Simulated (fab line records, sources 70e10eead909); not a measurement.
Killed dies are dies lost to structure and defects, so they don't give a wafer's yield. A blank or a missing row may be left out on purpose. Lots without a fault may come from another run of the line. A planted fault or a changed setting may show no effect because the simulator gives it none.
Chamber matching | flow nand_harc | NHARC_A_STAIRCASE_DEP_259 on pecvd-03: 3 sister chambers
The step deposits SiON, target thk 30 nm. 3 wafers are shown with their chamber, then 12 later ones without.

WAFERS WITH THEIR CHAMBER
wafer  | chamber | heater_power_w (W)
L085.1 | 0       | 662
L089.5 | 2       | 764
L089.6 | 1       | 848

WAFERS WITHOUT THEIR CHAMBER
wafer  | heater_power_w (W)
L091.3 | 809
L091.4 | 816
L091.5 | 672
L090.1 | 670
L090.4 | 689
L090.5 | 755
L094.2 | 709
L094.4 | 730
L094.5 | 812
L094.1 | 823
L094.3 | 804
L094.6 | 835

WHICH CHAMBER EACH WENT THROUGH
wafer  | from the rows above     | in truth
L091.3 | can't be placed: 1 or 2 | 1
L091.4 | can't be placed: 1 or 2 | 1
L091.5 | 0                       | 0
L090.1 | 0                       | 0
L090.4 | can't be placed: 0 or 2 | 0
L090.5 | 2                       | 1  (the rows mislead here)
L094.2 | can't be placed: 0 or 2 | 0
L094.4 | can't be placed: 2 or 0 | 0
L094.5 | can't be placed: 1 or 2 | 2
L094.1 | can't be placed: 1 or 2 | 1
L094.3 | can't be placed: 2 or 1 | 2
L094.6 | can't be placed: 1 or 2 | 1
Placed correctly: 2 of 12. Can't be placed from these rows: 9 (the true chamber is among the candidates in 9). Placed wrongly: 1.
How it was worked out, from the rows above alone: a wafer's distance from a chamber is the root of the sum, over the readings, of the square of ((its reading less the chamber's mean) divided by the reading's scatter). The wafer belongs to the nearest chamber; if the next one is less than 2 further off, it can't be placed. A chamber's mean is the mean of its shown wafers. The scatter: with one shown wafer a chamber, the root of the mean of the squares of how far each hidden wafer lies from its nearest shown one.
